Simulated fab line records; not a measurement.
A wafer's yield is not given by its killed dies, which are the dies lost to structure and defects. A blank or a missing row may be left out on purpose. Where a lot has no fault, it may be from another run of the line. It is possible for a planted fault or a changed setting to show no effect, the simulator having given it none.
A struck lot beside a sound one / flow n5 finfet / 19 out of 1938 route steps
Sound: these wafers, L263.2, L263.3, L263.4. Wafers struck: L269.1, L269.2, L269.6. The cause is given at the end.
Each step with rows lists, per side, the tool, then ch with its chambers, then its first start. Under that, the readings that differ: sound wafers / struck wafers / difference of the means / sigmas: that difference in standard deviations of wafers without a fault.
alike: readings with means less than 2 such deviations apart, plus words and numbers identical on both sides. not compared: withheld readings, readings lacking a value on some wafer, bounds such as >300 that could conceal the same value, and numbers that have no deviation in the record and whose values overlap.
The two part at a step that has a row with sigmas, a row that says differs or no value, or rows on one side only. When numbers do not overlap yet have no deviation, they are printed without sigmas and do not part them. A reading that every wafer of one side lacks parts them only if that side has two wafers or more.

N5_BEOL_M3_INSPECT_30: inspects for defects (brightfield).
  struck on defect inspect-02, day 10 11:32; sound on defect inspect-02, day 8 22:39
  alike: raw defect count
then, 1 step without rows for these wafers: N5_BEOL_M3_DESCUM_33 (chemistry O2, time 7 s).
N5_BEOL_M3_ETCH_77: etches underlayer in N2/H2, target depth 6.5 nm, time 5.2 s.
  sound on rie diel-06 ch 0,1,3, day 8 22:43; struck on rie diel-06 ch 0,2,3, day 10 11:36
  alike: drypump motor current A, etch rf on time s, n2 flow sccm, oes product au, rf fwd power W, rf vpp V, showerhead plenum p Torr, throttle valve pct
  not compared: rf hours counter h
N5_BEOL_M3_ETCH_69: etches SiARC in CF4, target depth 15.6 nm, time 26 s.
  sound on rie diel-06 ch 0,1,3, day 8 22:44; struck on rie diel-06 ch 0,2,3, day 10 11:37
  alike: drypump motor current A, etch rf on time s, oes product au, rf fwd power W, rf vpp V, showerhead plenum p Torr, throttle valve pct
  not compared: rf hours counter h
then, 1 step without rows for these wafers: N5_BEOL_M3_ALD_98 (deposits SiO2, target thk 2.5 nm, pulse time 1 s, co reactant pulse time 1 s).
N5_BEOL_M3_ETCHBACK_99: etches SiO2 in CHF3, target depth 5 nm, time 10.4 s.
  sound on rie diel-05 ch 0,1,2, day 8 23:25; struck on rie diel-05 ch 0,1,3, day 11 03:48
  alike: drypump motor current A, oes product au, rf vpp V, showerhead plenum p Torr, throttle valve pct
  not compared: rf hours counter h
then, 3 steps without rows for these wafers: N5_BEOL_M3_ETCH_70 (etches SOC in N2/H2, target depth 80 nm, overetch 16 nm, time 120 s); N5_BEOL_M3_STRIP_71 (strips in N2/H2); N5_BEOL_M3_STRIP_78 (strips in N2/H2).
N5_BEOL_M3_VIA_ETCH_34: etches the open film in C4F6/O2, target depth 69.4 nm, time 65.9 s.
  sound on rie diel-05 ch 0,1,2, day 8 23:33; struck on rie diel-05 ch 0,1,3, day 11 03:56
  alike: O2_flow_sccm, drypump motor current A, oes_f_703_au, oes_o_777_au, oes product au, rf fwd power W, rf vpp V, showerhead plenum p Torr, throttle valve pct
  not compared: rf hours counter h
then, 2 steps without rows for these wafers: N5_BEOL_M3_STRIP_83 (strips in C4F6/O2); N5_BEOL_M3_STRIP_36 (strips in N2/H2).
N5_BEOL_M3_TRENCH_ETCH_37: etches SiOC in C4F6/O2, target depth 55.555 nm, time 29.2 s.
  sound on rie diel-05 ch 0,1,2, day 8 23:39; struck on rie diel-05 ch 0,1,3, day 11 04:02
reading=oes_f_703_au (a.u.); sound=0.79 0.71 0.73; struck=1.00 0.90 0.91; difference=+0.19; sigmas=+4
reading=oes_o_777_au (a.u.); sound=0.78 0.70 0.74; struck=0.97 0.88 0.88; difference=+0.17; sigmas=+3
reading=rf fwd power W (W); sound=350.3 344.9 352.1; struck=437.8 431.5 434.3; difference=+85.4; sigmas=+41
reading=rf vpp V (V); sound=667 676 667; struck=599 607 616; difference=-63; sigmas=-3
reading=model.BEOL_M3.feature depth nm (nm); sound=57 54 54.6; struck=62.8 58.6 60.2; difference=+5.3; sigmas=
reading=model.etch.depth nm (nm); sound=56.98 54.09 54.63; struck=62.83 58.53 60.16; difference=+5.27; sigmas=
  alike: O2_flow_sccm, drypump motor current A, oes product au, showerhead plenum p Torr, throttle valve pct
  not compared: rf hours counter h
N5_BEOL_M3_ETCH_41: etches SiCN in CH3F/O2, target depth 29.9 nm, time 52.5 s.
  sound on rie diel-05 ch 0,1,2; struck on rie diel-05 ch 0,1,3
  alike: O2_flow_sccm, drypump motor current A, oes product au, rf fwd power W, rf vpp V, showerhead plenum p Torr, throttle valve pct
  not compared: rf hours counter h
then, 1 step without rows for these wafers: N5_BEOL_M3_STRIP_97 (strips in N2/H2, time 10 s).
N5_BEOL_M3_OCD_MEAS_38:
  struck on ocd-01, day 11 04:11; sound on ocd-02, day 8 23:49
reading=trench depth nm (nm); sound=57.1 53.7 54.6; struck=62.4 58.6 59.9; difference=+5.2; sigmas=+5
then, 1 step without rows for these wafers: N5_BEOL_M3_HM_STRIP_39 (strips TiN in peroxide tin strip, target depth 25 nm, time 158 s).
N5_BEOL_M4_RC_MEAS_101:
  sound on prober-01 ch 0, day 9 22:22; struck on prober-02 ch 0, day 11 16:21
  alike: DIBL_N, DIBL_P, IOFF_N, IOFF_P, ION_N, ION_P, SS_N, SS_P, VT_N, VT_P
then, 1 step without rows for these wafers: N5_PASSIVATION_PROBE_49.

== WHERE THEY PART ==
Earliest at N5_BEOL_M3_TRENCH_ETCH_37; latest, in this record, at N5_BEOL_M3_OCD_MEAS_38. Later steps at which nothing parts them and some readings are alike: N5_BEOL_M4_RC_MEAS_101.

WHY: whatever the simulator had introduced
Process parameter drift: rie diel-05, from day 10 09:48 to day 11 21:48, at N5_BEOL_M3_TRENCH_ETCH_37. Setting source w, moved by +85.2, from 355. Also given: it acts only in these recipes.
